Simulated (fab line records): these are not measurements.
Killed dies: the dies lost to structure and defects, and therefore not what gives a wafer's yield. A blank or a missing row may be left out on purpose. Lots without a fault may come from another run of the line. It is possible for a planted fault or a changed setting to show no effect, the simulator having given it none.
A lot that was struck, set against a sound lot || flow nand harc || 15 out of 1302 route steps
Sound: the wafers L273.2, L273.4, L273.5. Struck: wafer L265.5 (left out: L265.4, a lot-mate that was not struck); the cause follows at the end.
Each step with rows lists, per side, the tool, then ch with its chambers, then its first start. Under that, the readings that differ: sound wafers || struck wafers || difference of the means || sigmas: that difference in standard deviations of wafers without a fault.
alike: readings whose means differ by less than 2 such deviations, and words and numbers that are the same on both sides. not compared: withheld readings, readings that some wafer has no value for, bounds like >300 that may hide the same value, and numbers for which the record gives no deviation and whose values overlap.
The two part at a step that has a row with sigmas, a row that says differs or no value, or rows on one side only. Non-overlapping numbers with no deviation appear without sigmas and do not part them. A reading that every wafer of one side lacks parts them only if that side has two wafers or more.

first, 7 steps without rows for these wafers: NHARC_A_CONTACT_COAT_62 (time 65 s); NHARC_A_CONTACT_COAT_63 (resist thk 90 nm); NHARC_A_CONTACT_SOFTBAKE_64 (time 55 s); NHARC_A_CONTACT_EBR_65; NHARC_A_CONTACT_EXPOSE_66 (exposes mask A CC 2); NHARC_A_CONTACT_PEB_67 (peb time 65 s); NHARC_A_CONTACT_DEVELOP_68 (develop time 35 s).
NHARC_A_CONTACT_CD_MEAS_69: target cd 300 nm.
  sound on cd sem-03 ch 0, day 29 00:16; struck on cd sem-01 ch 0, day 25 14:52
  alike: cd nm
NHARC_A_CONTACT_OVL_MEAS_70:
  struck on overlay-01, day 25 14:57; sound on overlay-02, day 29 00:22
  alike: overlay x nm, overlay y nm
NHARC_A_CONTACT_INSPECT_71:
  struck on defect inspect-01, day 25 14:59; sound on defect inspect-02, day 29 00:23
  alike: raw defect count
NHARC_A_CONTACT_DESCUM_74: chemistry O2, time 3 s.
  sound on rie diel-03 ch 0,1,2, day 29 00:27; struck on rie diel-11 ch 2, day 25 15:08
  alike: drypump motor current A, oes product au, rf vpp V, showerhead plenum p Torr, throttle valve pct
  not compared: rf hours counter h
NHARC_A_CONTACT_ETCH_75: etches the open film in CF4, target depth 39 nm, time 65 s.
  sound on rie diel-03 ch 0,3, day 29 00:32; struck on rie diel-11 ch 3, day 25 15:12
{"reading": "oes product au (a.u.)", "sound": "0.992 0.990 1.007", "struck": 1.013, "difference": "+0.017", "sigmas": "+2"}
{"reading": "run length s (s)", "sound": "85.7 85.9 85.5", "struck": 87.0, "difference": "+1.3", "sigmas": "+3"}
  alike: cf4 flow sccm, drypump motor current A, rf vpp V, showerhead plenum p Torr, throttle valve pct
  not compared: rf hours counter h
NHARC_A_CONTACT_ETCH_76: etches the open film in N2/H2, target depth 260 nm, time 475.3 s.
  sound on rie diel-03 ch 0,3, day 29 00:40; struck on rie diel-11 ch 1, day 25 15:22
{"reading": "run length s (s)", "sound": "496.3 495.9 496.6", "struck": 359.9, "difference": -136.4, "sigmas": "-99 or more"}
  alike: drypump motor current A, oes product au, rf vpp V, showerhead plenum p Torr, throttle valve pct
  not compared: rf hours counter h
NHARC_A_CONTACT_ETCH_77: etches the open film in CF4/CHF3, target depth 108.9 nm, time 54.5 s.
  sound on rie diel-03 ch 0,2,3; struck on rie diel-11 ch 3
  alike: cf4 flow sccm, drypump motor current A, oes product au, rf vpp V, run length s, showerhead plenum p Torr, throttle valve pct
  not compared: rf hours counter h
then, 1 step without rows for these wafers: NHARC_END_SORT_01.

## WHERE THEY PART
At NHARC_A_CONTACT_ETCH_75 first; at NHARC_A_CONTACT_ETCH_76 last (within this record only). Later steps at which nothing parts them and some readings are alike: NHARC_A_CONTACT_ETCH_77.

WHY: what had been put in by the simulator
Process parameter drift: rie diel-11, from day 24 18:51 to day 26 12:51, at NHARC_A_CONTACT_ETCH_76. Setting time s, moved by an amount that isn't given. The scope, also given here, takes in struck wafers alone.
